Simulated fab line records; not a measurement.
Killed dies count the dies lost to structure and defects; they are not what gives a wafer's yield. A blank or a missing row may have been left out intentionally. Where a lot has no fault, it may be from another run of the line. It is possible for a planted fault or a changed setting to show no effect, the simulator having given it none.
fab line records	flow nandHarc
record lots=11	wafers=33	lastDay=34
route steps=1302 shown P_ZERO_WELL@41 P_GATE@149 END@1302
lots with no fault: from the same line, run without faults
startH: hours from the record's opening day to when the first of the lot's shown wafers began	waitH: time in hours since the lot's previous step	" identical to the entry in the row above	L1.1+2: several wafers, shown together as one row	- no value, or no start was given	* or withheld: withheld	< > ~ a bound
route shown NAME@n: names a module that has steps shown in the file, with the first one's number in the route	usual: the fault-free wafers' mean and standard deviation	same: alike in all rows	chamber/n: place in a boat	sites: the reading at each site	_std_site: how widely they spread, as a standard deviation	_edge_site: the outer-site mean with the inner-site mean subtracted	radiusMm: for every site, how far away it sits from the centre of the wafer	mask NAME#n: copy n	behind: tool/chamber where the wafer was last shaped	hold: reason for holding the lot/hours on hold/outcome of the hold	device: which transistor (n, p or np) failed to switch	end of line: the tests these same wafers got at the end of their route	step lacking rows: just its recipe	killed: dies lost to structure and defects at the first sort, not the wafer's yield	map: the dies of a wafer, with x for killed, . for not killed, _ for no die there
set.NAME: the setting that was run; set.NAME@STEP: the one run at that earlier step	model.NAME: the simulator's own value behind a step, which no gauge read
the route's steps for a sample of lots (tables are steps, rows are wafers)
services: from which hour (startH, from the record's first day; less than 0 if before it) a tool's chamber was out of use, for how many hours, and why
## steps
# step NHARC_P_ZERO_WELL_EXPOSE_34
# recipe na=0.6	targetCdNm=720	doseMj=22.31	maskId=P_PWELL
# usual reticleTempC=23.02/0.1
lot.wafer	tool	chamber	startH	waitH	mask	reticleTempC
L871.1	krfScanner-02	0	44.11	-	P_PWELL#0	22.92
L871.3	"	0	"	"	P_PWELL#0	23.10
L871.5	"	0	"	"	P_PWELL#0	23.03
L873.2	krfScanner-03	0	64.15	-	P_PWELL#0	23.16
L873.3	"	0	"	"	P_PWELL#0	23.07
L873.5	"	0	"	"	P_PWELL#0	23.03
L876.1	krfScanner-04	0	94.26	-	P_PWELL#0	23.11
L876.2	"	0	"	"	P_PWELL#0	22.91
L876.5	"	0	"	"	P_PWELL#0	23.13
L878.1	krfScanner-03	0	114.08	-	P_PWELL#0	23.03
L878.2	"	0	"	"	P_PWELL#0	22.97
L878.4	"	0	"	"	P_PWELL#0	22.82
L879.2	krfScanner-02	0	124.09	-	P_PWELL#0	23.18
L879.5	"	0	"	"	P_PWELL#0	22.95
L879.6	"	0	"	"	P_PWELL#0	23.19
L880.3	krfScanner-03	0	133.95	-	P_PWELL#0	23.08
L880.4	"	0	"	"	P_PWELL#0	22.95
L880.5	"	0	"	"	P_PWELL#0	23.04
L881.3	krfScanner-03	0	143.99	-	P_PWELL#0	23.08
L881.5	"	0	"	"	P_PWELL#0	23.05
L881.6	"	0	"	"	P_PWELL#0	23.02
L883.4	krfScanner-02	0	163.98	-	P_HVPW#0	22.99
L883.5	"	0	"	"	P_HVPW#0	23.04
L883.6	"	0	"	"	P_HVPW#0	22.96
L889.2	krfScanner-02	0	224.10	-	P_PWELL#0	23.09
L889.3	"	0	"	"	P_PWELL#0	23.18
L889.4	"	0	"	"	P_PWELL#0	22.91
L891.1	krfScanner-02	0	243.68	-	P_PWELL#0	23.01
L891.4	"	0	"	"	P_PWELL#0	23.03
L891.6	"	0	"	"	P_PWELL#0	23.02
L892.1	krfScanner-02	0	253.93	-	P_PWELL#0	23.25
L892.3	"	0	"	"	P_PWELL#0	23.08
L892.5	"	0	"	"	P_PWELL#0	23.18
# step NHARC_P_ZERO_WELL_CD_MEAS_37
# recipe targetCdNm=720	landingEnergyEv=500
# usual cdNm=720.2/1.9
lot.wafer	tool	chamber	startH	waitH	cdNm
L871.1	cdSem-03	0	44.27	-	719.2
L871.3	"	0	"	"	717.4
L871.5	"	0	"	"	723.1
L873.2	cdSem-02	0	64.31	-	717.2
L873.3	"	0	"	"	718.8
L873.5	"	0	"	"	717.3
L876.1	cdSem-03	0	94.42	-	719.5
L876.2	"	0	"	"	722.3
L876.5	"	0	"	"	720.1
L878.1	cdSem-03	0	114.24	-	719.7
L878.2	"	0	"	"	720.8
L878.4	"	0	"	"	720.7
L879.2	cdSem-02	0	124.25	-	720.3
L879.5	"	0	"	"	721.1
L879.6	"	0	"	"	719.4
L880.3	cdSem-03	0	134.10	-	719.1
L880.4	"	0	"	"	721.2
L880.5	"	0	"	"	721.2
L881.3	cdSem-03	0	144.14	-	720.2
L881.5	"	0	"	"	717.9
L881.6	"	0	"	"	720.7
L883.4	cdSem-03	0	164.13	-	-
L883.5	"	0	"	"	-
L883.6	"	0	"	"	-
L889.2	cdSem-01	0	224.25	-	722.1
L889.3	"	0	"	"	718.5
L889.4	"	0	"	"	716.5
L891.1	cdSem-02	0	243.84	-	720.2
L891.4	"	0	"	"	720.6
L891.6	"	0	"	"	719.4
L892.1	cdSem-03	0	254.09	-	718.6
L892.3	"	0	"	"	716.0
L892.5	"	0	"	"	717.3
# step NHARC_P_GATE_ETCH_32
# recipe targetDepthA=1500	overEtchFrac=1	overEtchIonEnergyEv=40	timeS=100.1	hbrFlowSccm=150	cl2FlowSccm=50	rfW=400	icpW=400	biasW=100	chemistry=HBr/Cl2
# usual biasW=100.01/0.3	drypumpMotorCurrentA=5.8/0.57	oesProductAu=0.996/0.013	throttleValvePct=26.403/0.0078
# same overEtchFrac=1
lot.wafer	tool	chamber	startH	waitH	biasW	drypumpMotorCurrentA	oesProductAu	rfHoursCounterH	throttleValvePct
L871.3	rieSi-03	1	113.72	-	99.67	6.3	1.011	0.44	26.399
L871.1	"	2	"	"	100.33	5.2	1.027	0.46	26.413
L871.5	"	3	"	"	99.93	6.2	1.000	-	26.420
L873.3	rieSi-01	2	137.17	-	100.27	5.9	1.002	0.62	26.412
L873.2	"	0	"	"	99.99	6.0	0.999	0.70	26.408
L873.5	"	3	"	"	100.45	5.3	1.003	-	26.400
L876.1	rieSi-03	2	165.65	-	100.53	5.2	1.007	0.75	26.407
L876.2	"	0	"	"	100.43	4.7	0.992	0.66	26.403
L876.5	"	1	"	"	100.20	6.2	1.004	-	26.405
L878.4	rieSi-04	1	190.65	-	99.57	6.7	0.981	0.08	26.410
L878.2	"	2	"	"	100.18	5.0	0.987	0.12	26.392
L878.1	"	3	"	"	99.25	6.0	0.991	0.11	26.405
L879.2	rieSi-04	3	208.46	-	99.92	6.0	0.995	0.23	26.404
L879.5	"	3	"	"	100.32	6.0	0.995	-	26.412
L879.6	"	0	"	"	100.37	6.1	0.989	-	26.402
L880.4	rieSi-04	1	214.29	-	99.74	6.6	0.984	0.38	26.389
L880.3	"	3	"	"	100.32	6.0	0.997	0.36	26.394
L880.5	"	1	"	"	100.35	6.7	0.981	-	26.422
L881.3	rieSi-04	3	216.58	-	99.74	6.0	1.008	0.40	26.385
L881.6	"	2	"	"	99.77	5.1	1.004	-	26.424
L881.5	"	3	"	"	99.99	6.0	0.997	-	26.396
L889.4	rieSi-04	3	298.72	-	99.74	6.0	1.001	0.86	26.407
L889.3	"	0	"	"	100.03	6.1	1.016	0.80	26.401
L889.2	"	2	"	"	99.40	5.0	1.000	0.69	26.395
L891.1	rieSi-03	2	319.61	-	100.00	5.2	0.992	0.54	26.406
L891.4	"	0	"	"	100.05	4.7	0.997	0.57	26.402
L891.6	"	1	"	"	99.84	6.3	1.003	-	26.401
L892.3	rieSi-04	0	330.47	-	99.87	6.0	1.019	0.98	26.405
L892.1	"	2	"	"	99.95	5.0	0.988	0.92	26.404
L892.5	"	0	"	"	100.20	6.0	1.015	-	26.405
# step NHARC_P_GATE_DESCUM_61
# recipe timeS=3	o2FlowSccm=200	arFlowSccm=0	biasPowerW=0	chemistry=O2
# usual drypumpMotorCurrentA=5.80/0.29	mfcArSccm=0.012/0.013	oesProductAu=0.993/0.011	rfVppV=57.9/0.93	showerheadPlenumPTorr=1.92/0.11	throttleValvePct=11.312/0.0098
lot.wafer	tool	chamber	startH	waitH	drypumpMotorCurrentA	mfcArSccm	oesProductAu	rfHoursCounterH	rfVppV	showerheadPlenumPTorr	throttleValvePct
L871.1	rieDiel-01	3	127.00	-	5.83	0.001	1.006	4.3	58.2	2.03	11.312
L871.3	"	0	"	"	5.96	0.011	0.989	4.8	58.1	1.81	11.293
L871.5	"	1	"	"	5.38	0	1.002	-	57.4	1.83	11.320
L873.3	rieDiel-02	0	150.57	-	6.31	0.001	0.989	5.2	57.6	1.79	11.305
L873.2	"	1	"	"	5.69	0.004	1.009	5.1	58.9	2.02	11.302
L873.5	"	0	"	"	6.30	0.001	0.995	-	58.0	1.79	11.311
L876.1	rieDiel-02	0	178.75	-	6.32	0.001	0.985	7.0	57.4	1.79	11.310
L876.2	"	2	"	"	5.79	0.022	1.003	7.5	58.5	1.86	11.291
L876.5	"	0	"	"	6.31	0.001	0.990	-	57.8	1.79	11.292
L878.1	rieDiel-07	3	203.88	-	5.32	0.034	0.983	4.8	57.4	1.84	11.307
L878.4	"	1	"	"	5.54	0	1.017	4.5	57.1	1.91	11.320
L878.2	"	2	"	"	5.63	0.024	0.999	5.1	55.4	1.78	11.301
L879.2	rieDiel-01	1	221.77	-	5.39	0	0.993	0.5	56.8	1.83	11.304
L879.6	"	2	"	"	5.74	0.030	0.976	-	57.9	2.05	11.296
L879.5	"	3	"	"	5.80	0.001	0.983	-	58.5	2.03	11.286
L880.4	rieDiel-01	3	229.70	-	5.84	0.001	0.997	0.9	58.7	2.03	11.316
L880.3	"	1	"	"	5.39	0	1.005	0.7	58.1	1.83	11.311
L880.5	"	2	"	"	5.71	0.030	0.974	-	57.6	2.05	11.302
L881.3	rieDiel-07	1	229.88	-	5.50	0	1.009	5.3	58.1	1.91	11.305
L881.5	"	2	"	"	5.64	0.024	1.006	-	58.5	1.78	11.308
L881.6	"	3	"	"	5.29	0.034	0.997	-	57.6	1.84	11.311
L889.2	rieDiel-01	1	312.01	-	5.40	0	0.993	6.6	56.7	1.82	11.297
L889.4	"	2	"	"	5.74	0.030	0.982	6.1	58.6	2.05	11.302
L889.3	"	0	"	"	5.98	0.011	0.984	6.6	56.2	1.80	11.313
L891.4	rieDiel-02	3	332.84	-	6.23	0	1.008	3.9	58.9	1.95	11.331
L891.1	"	0	"	"	6.31	0.001	1.018	4.5	56.5	1.79	11.300
L891.6	"	0	"	"	6.32	0.001	1.015	-	58.2	1.79	11.324
L892.3	rieDiel-01	0	343.77	-	6.02	0.011	0.964	8.1	57.8	1.80	11.299
L892.1	"	3	"	"	5.80	0.001	0.974	8.0	58.4	2.03	11.305
L892.5	"	1	"	"	5.37	0	0.997	-	57.0	1.82	11.314
# step NHARC_P_GATE_STRIP_76
# recipe powerW=1500	tempC=250	chemistry=O2
# usual drypumpMotorCurrentA=5.9/0.67	heaterPowerW=311/19
lot.wafer	tool	chamber	startH	waitH	drypumpMotorCurrentA	heaterPowerW	rfHoursCounterH
L871.1	plasmaAsher-01	1	127.60	0.2	4.9	324	29
L871.3	"	0	"	"	6.3	308	-
L871.5	"	0	"	"	6.3	313	-
L873.2	plasmaAsher-01	1	151.20	0.2	4.9	324	33
L873.3	"	1	"	"	4.9	323	-
L873.5	"	0	"	"	6.3	321	-
L876.1	plasmaAsher-02	0	179.42	0.2	6.0	308	19
L876.2	"	1	"	"	6.6	284	19
L876.5	"	1	"	"	6.6	276	-
L878.1	plasmaAsher-01	1	204.51	0.2	4.9	320	7
L878.2	"	0	"	"	6.3	312	7
L878.4	"	0	"	"	6.3	323	-
L879.2	plasmaAsher-01	0	222.38	0.2	6.3	319	9
L879.6	"	1	"	"	4.9	326	-
L879.5	"	0	"	"	6.3	309	-
L880.4	plasmaAsher-01	0	230.34	0.2	6.3	312	-
L880.3	"	1	"	"	4.9	323	-
L880.5	"	0	"	"	6.3	314	-
L881.3	plasmaAsher-02	0	230.51	0.1	6.1	308	-
L881.5	"	1	"	"	6.6	284	-
L881.6	"	0	"	"	6.1	315	-
L889.2	plasmaAsher-01	0	312.65	0.2	6.3	315	30
L889.3	"	1	"	"	4.9	322	-
L889.4	"	0	"	"	6.3	318	-
L891.1	plasmaAsher-02	1	333.98	0.2	6.6	276	16
L891.4	"	0	"	"	6.1	332	-
L891.6	"	1	"	"	6.6	270	-
L892.1	plasmaAsher-02	1	344.42	0.2	6.6	271	20
L892.3	"	0	"	"	6.1	322	-
L892.5	"	1	"	"	6.6	270	-
# step NHARC_END_SORT_01
# recipe tempC=25
# usual killedAtArray=56/17	killedAtOther=0.9/1.2	killedAtPeriphery=3.9/2.5	killedDies=61/17	killedOpen=3.2/1.8	killedShort=2.7/1.7
# same grossDies=677
lot.wafer	tool	chamber	startH	waitH	killedAtArray	killedAtOther	killedAtPeriphery	killedDies	killedOpen	killedShort
L883.4	prober-01	0	741.60	3.4	79	1	597	677	1	3
L883.5	prober-01	0	742.41	3.7	57	1	619	677	4	1
L883.6	prober-01	0	743.21	4.0	86	0	591	677	7	3
# killed by level:class
L883.4 P_ZERO_WELL:areaExpose=596 A_SLIT:chamberFilmFlake=34 A_CHANNEL_HOLE_D1:chamberFilmFlake=30 A_STAIRCASE:chamberFilmFlake=3 A_WL_FILL:chamberFilmFlake=3 A_CONTACT:chamberFilmFlake=3 A_M0:chamberFilmFlake=3 A_M0:geometricParticle:short=2
L883.5 P_ZERO_WELL:areaExpose=617 A_CHANNEL_HOLE_D1:chamberFilmFlake=28 A_SLIT:chamberFilmFlake=17 A_WL_FILL:chamberFilmFlake=4 A_CHANNEL_FILL_D2:geometricParticle:open=2 A_M0:geometricParticle:open=2 P_GATE:chamberFilmFlake=2 A_CONTACT:chamberFilmFlake=2
L883.6 P_ZERO_WELL:areaExpose=586 A_SLIT:chamberFilmFlake=39 A_CHANNEL_HOLE_D1:chamberFilmFlake=35 A_CONTACT:chamberFilmFlake=3 A_DECK1_JOINT:geometricParticle:short=2 A_DECK1_JOINT:geometricParticle:open=2 P_GATE:geometricParticle:open=1 P_M0:geometricParticle:open=1
## services
tool	chamber	startH	hours	kind
rieDiel-01	-	26.80	9.0	pm
krfScanner-03	-	52.00	4.0	pm
krfScanner-02	-	59.08	5.9	repair
plasmaAsher-02	-	72.25	9.0	pm
krfScanner-02	-	94.00	4.0	pm
krfScanner-02	-	98.32	1.5	repair
krfScanner-02	-	137.11	0.3	repair
rieSi-04	1	153.06	19.3	repair
plasmaAsher-01	-	165.00	9.0	pm
rieSi-04	-	165.00	9.0	pm
krfScanner-02	-	166.60	0.2	repair
krfScanner-02	-	180.28	1.2	repair
rieSi-04	2	190.77	21.1	repair
rieDiel-01	-	204.31	9.0	pm
krfScanner-03	-	224.00	4.0	pm
krfScanner-03	-	245.66	0.7	repair
plasmaAsher-02	-	249.25	9.0	pm
krfScanner-02	-	266.00	4.0	pm
plasmaAsher-01	-	292.50	0.5	repair
krfScanner-02	-	306.78	3.2	repair
krfScanner-02	-	313.94	1.1	repair
rieDiel-01	3	319.03	2.6	repair
plasmaAsher-01	-	342.00	9.0	pm
rieSi-04	-	342.00	9.0	pm
## key
firstSign step=NHARC_P_ZERO_WELL_EXPOSE_34	reading=mask	direction=changed
effect step=NHARC_P_ZERO_WELL_CD_MEAS_37	reading=cdNm	direction=missing
effect step=NHARC_END_SORT_01	reading=killedAtPeriphery	direction=up	sigmas=99+	usual=3.9	struck=602.3
moreKillsBornAt NHARC_P_ZERO_WELL_EXPOSE_34@krfScanner-02=1799
metAt NHARC_P_ZERO_WELL_EXPOSE_34
struckLots L883
laterRowsLeftOut L883.4,L883.5,L883.6
testerLeftOut L883
notActingAt NHARC_P_GATE_ETCH_32,NHARC_P_GATE_DESCUM_61,NHARC_P_GATE_STRIP_76
onsetBetween 124.09 163.98
fault kind=wrongMask	tool=any	chamber=-	onsetH=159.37	steps=NHARC_P_ZERO_WELL_EXPOSE_34	auxCopy=P_HVPW#0	scope=struckLotsOnly
# testerLeftOut: of these lots the tester's yield and bins aren't shown, on N5 and GAA mostly nor the transistor test; their killed dies are dies lost to structure and defects alone, not to doping, threshold or leakage, so they don't give the yield
# laterRowsLeftOut: the simulator's readings of these wafers behind a module that went badly wrong aren't trusted and aren't shown, but for the sort
